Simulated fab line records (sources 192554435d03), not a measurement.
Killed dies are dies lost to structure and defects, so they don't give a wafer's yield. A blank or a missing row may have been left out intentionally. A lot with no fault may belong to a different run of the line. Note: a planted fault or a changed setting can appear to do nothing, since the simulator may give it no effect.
Chamber matching | flow n5-finfet | N5_SD_EPI_N_ETCH_45 on rie-diel-04 has 4 sister chambers
The step etches SiOCN in CH3F/O2, target depth 6 nm. 4 wafers are shown with their chamber, then 10 later ones without.

## WAFERS WITH THEIR CHAMBER
wafer  | chamber | showerhead-plenum-p-Torr (Torr)
L089.1 | 1       | 2.08
L089.3 | 0       | 1.97
L092.1 | 3       | 1.96
L092.4 | 2       | 1.99

## WAFERS WITH NO CHAMBER GIVEN
wafer  | showerhead-plenum-p-Torr (Torr)
L092.5 | 1.99
L093.1 | 1.98
L093.2 | 2.08
L093.5 | 2.08
L094.2 | 2.08
L094.3 | 1.98
L094.5 | 1.98
L095.2 | 1.97
L095.4 | 2.08
L095.6 | 1.98

## CHAMBER TAKEN BY EACH
wafer  | from the rows above          | in truth
L092.5 | 2                            | 2
L093.1 | can't be placed: 0 or 2 or 3 | 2
L093.2 | 1                            | 1
L093.5 | 1                            | 1
L094.2 | 1                            | 1
L094.3 | can't be placed: 0 or 2 or 3 | 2
L094.5 | can't be placed: 0 or 2 or 3 | 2
L095.2 | can't be placed: 0 or 3      | 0
L095.4 | 1                            | 1
L095.6 | can't be placed: 0 or 2 or 3 | 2
Correctly placed: 5 of 10. These rows do not allow placing 5 (true chamber among the candidates in 5). Placed wrongly: 0.
How it was worked out, from the rows above alone: a wafer's distance from a chamber is the root of the sum, over the readings, of the square of ((its reading less the chamber's mean) divided by the reading's scatter). The wafer belongs to the nearest chamber; if the next one is less than 2 further off, it can't be placed. For every chamber, the mean is computed from those of its wafers that are shown. The scatter (one wafer shown for each chamber): square how far every hidden wafer sits from the nearest shown wafer, average those squares and take the square root.
